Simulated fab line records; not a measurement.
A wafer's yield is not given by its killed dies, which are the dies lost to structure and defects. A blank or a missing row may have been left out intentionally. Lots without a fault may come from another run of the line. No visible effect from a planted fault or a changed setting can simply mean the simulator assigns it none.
Chamber matching -- flow n5-finfet -- N5_HKMG_FIN_PWFM_ALD_03 on ald-metal-02 has 4 sister chambers
The step deposits TiN, target thk 2 nm, pulse time 1 s, purge time 3 s. 27 wafers are shown with their chamber, then 12 later ones without.

## WAFERS WITH THEIR CHAMBER
wafer,chamber,heater-power-w (W),precursor-pulse-height-rel
L075.2,2,868,1.026
L075.4,0,820,1.012
L075.6,2,874,1.019
L076.2,2,892,0.980
L076.3,0,801,1.007
L076.5,2,880,1.005
L078.1,2,849,0.997
L078.2,1,953,1.001
L078.3,3,868,0.991
L078.4,0,838,1.020
L078.5,0,812,0.978
L078.6,1,970,1.003
L079.1,1,951,1.044
L079.2,0,794,0.976
L079.3,3,896,1.015
L079.4,2,878,1.005
L079.5,2,857,1.050
L079.6,3,886,1.051
L080.2,0,816,0.991
L080.5,0,816,0.958
L080.6,1,971,0.995
L085.1,2,862,1.005
L085.2,0,816,1.005
L085.6,2,865,1.030
L092.1,3,891,0.988
L092.2,1,961,1.006
L092.3,2,877,1.006

SIGNATURES (means of the wafers above)
reading,chamber 0,chamber 1,chamber 2,chamber 3,scatter within a chamber
heater-power-w,814.12,961.20,870.20,885.25,12.2
precursor-pulse-height-rel,0.99338,1.00980,1.01230,1.01125,0.0216
Rule: a wafer's distance from a chamber is the root of the sum, over the readings, of the square of ((its reading less the chamber's mean) divided by the reading's scatter). If the next closest chamber is less than 2 further off than the closest, the wafer can't be placed; otherwise it belongs to the closest. The scatter is the square root of a quotient: the sum, over the shown wafers, of each reading's squared deviation from its chamber's mean, divided by wafers minus chambers.

## WAFERS WHOSE CHAMBER IS MISSING
wafer,heater-power-w (W),precursor-pulse-height-rel
L094.1,869,1.006
L094.2,802,0.993
L094.3,925,0.989
L094.4,810,0.983
L094.5,976,1.020
L094.6,851,1.009
L097.2,831,0.992
L097.4,856,0.985
L097.5,809,0.999
L096.1,847,1.017
L096.2,839,1.020
L096.4,848,1.025

## THE CHAMBER EACH PASSED THROUGH
wafer,from the rows above,in truth
L094.1,can't be placed: 2 or 3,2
L094.2,0,0
L094.3,can't be placed: 1 or 3 or 2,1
L094.4,0,0
L094.5,1,1
L094.6,can't be placed: 2 or 3 or 0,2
L097.2,can't be placed: 0 or 2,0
L097.4,can't be placed: 2 or 3 or 0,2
L097.5,0,0
L096.1,can't be placed: 2 or 0 or 3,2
L096.2,can't be placed: 0 or 2 or 3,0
L096.4,can't be placed: 2 or 3 or 0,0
4 of 12 placed correctly. Not placeable from these rows: 8 (in 8, the candidates include the true chamber). Number placed wrongly: 0.
